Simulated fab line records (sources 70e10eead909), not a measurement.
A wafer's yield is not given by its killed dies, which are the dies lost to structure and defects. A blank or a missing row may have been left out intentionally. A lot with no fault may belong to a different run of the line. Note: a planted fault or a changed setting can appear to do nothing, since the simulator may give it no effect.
Which tool is to blame? | flow nand-harc | Sampling: 13 lots, 39 wafers, 4 of 1159 route steps

== WHAT THE GAUGES SHOWED, per wafer ==
NHARC_END_SORT_01. Usual: killed-at-array 26, standard deviation 9.7; killed-at-other 1.0, standard deviation 1.2; killed-at-periphery 3.9, standard deviation 2.6; killed-dies 31, standard deviation 9.7; killed-open 3.2, standard deviation 1.8; killed-short 2.0, standard deviation 1.3.
lot  | measured     | on        | killed-at-array | killed-at-other | killed-at-periphery | killed-dies | killed-open | killed-short | flag
L814 | day 23 16:39 | prober-02 | 16 12 19        | 1 0 0           | 14 3 9              | 31 15 28    | 3 1 9       | 4 2 3        |

== EACH LOT AND THE TOOL THAT RAN IT (in order: tool; ch and the chambers of the sampled wafers; start) ==
lot  | NHARC_P_ZERO_WELL_ETCH_65         | NHARC_A_BONDPAD_ANNEAL_28        | NHARC_HYBRID_BOND_ACTIVATE_00
L797 | rie-diel-09 ch 0,2,3, day 1 13:29 | rtp-anneal-02 ch 0, day 18 02:08 | rie-diel-04 ch 2,3, day 18 03:01
L799 | rie-diel-07 ch 1,2, day 2 01:35   | rtp-anneal-01 ch 0, day 18 07:43 | rie-diel-04 ch 0,1,2, day 18 08:41
L800 | rie-diel-07 ch 0,1,2, day 2 07:30 | rtp-anneal-01 ch 0, day 18 04:03 | rie-diel-04 ch 1,2,3, day 18 04:58
L802 | rie-diel-07 ch 0,1, day 2 19:29   | rtp-anneal-02 ch 0, day 19 16:20 | rie-diel-04 ch 0,1,3, day 19 17:20
L803 | rie-diel-09 ch 0,1,2, day 3 01:30 | rtp-anneal-01 ch 0, day 20 04:16 | rie-diel-04 ch 0,1,2, day 20 05:07
L804 | rie-diel-08 ch 0,1, day 3 07:29   | rtp-anneal-02 ch 0, day 20 12:19 | rie-diel-12 ch 1,3, day 20 13:08
L805 | rie-diel-07 ch 1,2,3, day 3 13:31 | rtp-anneal-01 ch 0, day 20 06:35 | rie-diel-01 ch 0,1,3, day 20 07:34
L806 | rie-diel-09 ch 1,3, day 3 19:22   | rtp-anneal-01 ch 0, day 20 07:43 | rie-diel-01 ch 0,1,2, day 20 08:40
L807 | rie-diel-09 ch 0,2,3, day 4 01:22 | rtp-anneal-01 ch 0, day 19 21:32 | rie-diel-04 ch 0,1,2, day 19 22:23
L814 | rie-diel-07 ch 0,1,2, day 5 19:30 | rtp-anneal-01 ch 0, day 22 07:02 | rie-diel-04 ch 0,1,2, day 22 07:52
L818 | rie-diel-09 ch 0,3, day 6 19:23   | rtp-anneal-01 ch 0, day 23 23:22 | rie-diel-04 ch 0,1,2, day 24 00:21
L819 | rie-diel-08 ch 1,2,3, day 7 01:28 | rtp-anneal-01 ch 0, day 24 03:04 | rie-diel-04 ch 0,2,3, day 24 04:01
L820 | rie-diel-08 ch 0,1,3, day 7 07:22 | rtp-anneal-02 ch 0, day 23 23:05 | rie-diel-04 ch 0,2, day 24 00:02
- NHARC_P_ZERO_WELL_ETCH_65: etches the open film in N2/H2, target depth 80 nm, overetch 24 nm, time 87.88 s.
- NHARC_A_BONDPAD_ANNEAL_28: time 90 s.
- NHARC_HYBRID_BOND_ACTIVATE_00: chemistry N2, time 60 s.

== WHAT THE TOOLS THEMSELVES READ (means of the sampled wafers that have a number; where no wafer has one, the mark that the record gives instead) ==
NHARC_P_ZERO_WELL_ETCH_65. Usual: drypump-motor-current-A 5.6 A, standard deviation 0.39; n2-flow-sccm 150.0 sccm, standard deviation 0.39; oes-product-au 0.999 a.u., standard deviation 0.016; rf-vpp-V 431.5 V, standard deviation 2.5; showerhead-plenum-p-Torr 2.08 Torr, standard deviation 0.086; throttle-valve-pct 14.170 %, standard deviation 0.0094.
lot  | tool        | drypump-motor-current-A (A) | n2-flow-sccm (sccm) | oes-product-au (a.u.) | rf-vpp-V (V) | showerhead-plenum-p-Torr (Torr) | throttle-valve-pct (%) | flag
L797 | rie-diel-09 | 5.4                         | 150.0               | 0.997                 | 431.9        | 2.10                            | 14.171                 |
L799 | rie-diel-07 | 6.2                         | 150.1               | 1.002                 | 430.3        | 2.00                            | 14.169                 |
L800 | rie-diel-07 | 5.9                         | 149.9               | 0.997                 | 431.2        | 2.03                            | 14.180                 |
L802 | rie-diel-07 | 5.6                         | 150.3               | 0.979                 | 430.6        | 2.05                            | 14.162                 |
L803 | rie-diel-09 | 5.4                         | 149.8               | 0.994                 | 431.2        | 2.09                            | 14.169                 |
L804 | rie-diel-08 | 5.7                         | 149.8               | 0.984                 | 430.1        | 2.04                            | 14.171                 |
L805 | rie-diel-07 | 5.8                         | 149.8               | 1.008                 | 431.0        | 2.06                            | 14.162                 |
L806 | rie-diel-09 | 5.2                         | 150.6               | 0.992                 | 432.7        | 2.16                            | 14.170                 |
L807 | rie-diel-09 | 5.4                         | 150.2               | 1.005                 | 431.8        | 2.10                            | 14.174                 |
L814 | rie-diel-07 | 5.9                         | 149.6               | 1.001                 | 429.8        | 2.03                            | 14.171                 |
L818 | rie-diel-09 | 5.2                         | 149.8               | 1.025                 | 432.5        | 2.10                            | 14.179                 |
L819 | rie-diel-08 | 5.7                         | 150.1               | 1.005                 | 429.3        | 1.99                            | 14.164                 |
L820 | rie-diel-08 | 5.5                         | 149.9               | 1.003                 | 431.6        | 2.08                            | 14.170                 |

NHARC_A_BONDPAD_ANNEAL_28. Usual: wafer_temp_C_max at 226.1, with a standard deviation of 0.4.
lot  | tool          | wafer_temp_C_max | flag
L797 | rtp-anneal-02 | 225.8            |
L799 | rtp-anneal-01 | 226.5            |
L800 | rtp-anneal-01 | 226.9            |
L802 | rtp-anneal-02 | 225.7            |
L803 | rtp-anneal-01 | 226.2            |
L804 | rtp-anneal-02 | 225.7            |
L805 | rtp-anneal-01 | 226.3            |
L806 | rtp-anneal-01 | 226.0            |
L807 | rtp-anneal-01 | 226.4            |
L814 | rtp-anneal-01 | 226.5            |
L818 | rtp-anneal-01 | 226.3            |
L819 | rtp-anneal-01 | 226.5            |
L820 | rtp-anneal-02 | 225.7            |

NHARC_HYBRID_BOND_ACTIVATE_00. Usual: drypump-motor-current-A 5.6 A, standard deviation 0.43; n2-flow-sccm 200.0 sccm, standard deviation 0.56; oes-product-au 0.995 a.u., standard deviation 0.013; rf-vpp-V 64.2 V, standard deviation 0.97; showerhead-plenum-p-Torr 1.76 Torr, standard deviation 0.071.
lot  | tool        | drypump-motor-current-A (A) | n2-flow-sccm (sccm) | oes-product-au (a.u.) | rf-vpp-V (V) | showerhead-plenum-p-Torr (Torr) | flag
L797 | rie-diel-04 | 5.3                         | 200.1               | 0.981                 | 64.4         | 1.72                            |
L799 | rie-diel-04 | 5.5                         | 200.3               | 0.990                 | 63.5         | 1.78                            |
L800 | rie-diel-04 | 5.5                         | 199.6               | 0.985                 | 64.6         | 1.75                            |
L802 | rie-diel-04 | 5.7                         | 200.1               | 0.989                 | 64.1         | 1.79                            |
L803 | rie-diel-04 | 5.4                         | 199.9               | 0.986                 | 64.5         | 1.77                            |
L804 | rie-diel-12 | 6.0                         | 200.2               | 1.004                 | 63.2         | 1.67                            |
L805 | rie-diel-01 | 5.8                         | 200.0               | 0.994                 | 63.8         | 1.76                            |
L806 | rie-diel-01 | 5.6                         | 199.2               | 0.999                 | 64.5         | 1.84                            |
L807 | rie-diel-04 | 5.4                         | 199.2               | 0.987                 | 64.9         | 1.77                            |
L814 | rie-diel-04 | 5.4                         | 200.2               | 0.994                 | 64.3         | 1.77                            |
L818 | rie-diel-04 | 5.4                         | 199.9               | 0.998                 | 64.0         | 1.77                            |
L819 | rie-diel-04 | 5.3                         | 199.7               | 0.992                 | 65.5         | 1.74                            |
L820 | rie-diel-04 | 5.2                         | 199.9               | 1.007                 | 64.3         | 1.77                            |

== THE ANSWER, worked out from the rows above alone ==
Rule: a lot is off if the mean of its wafers that have a number lies more than 3 standard deviations from the usual mean. Also off: a lot with no number at a reading for which 4 or more lots have one. Any other lot the step has rows for is counted as sound. After the gauges, taken in route order, come the tools' own readings; for these a lot's mean is taken, as printed above. At the first step where some lot is off, the reading lying furthest off is the one used; lots without a number count as furthest.
No lot is off on any of the readings shown, so nothing can be concluded from this.

== WHAT HAD BEEN PUT IN BY THE SIMULATOR ==
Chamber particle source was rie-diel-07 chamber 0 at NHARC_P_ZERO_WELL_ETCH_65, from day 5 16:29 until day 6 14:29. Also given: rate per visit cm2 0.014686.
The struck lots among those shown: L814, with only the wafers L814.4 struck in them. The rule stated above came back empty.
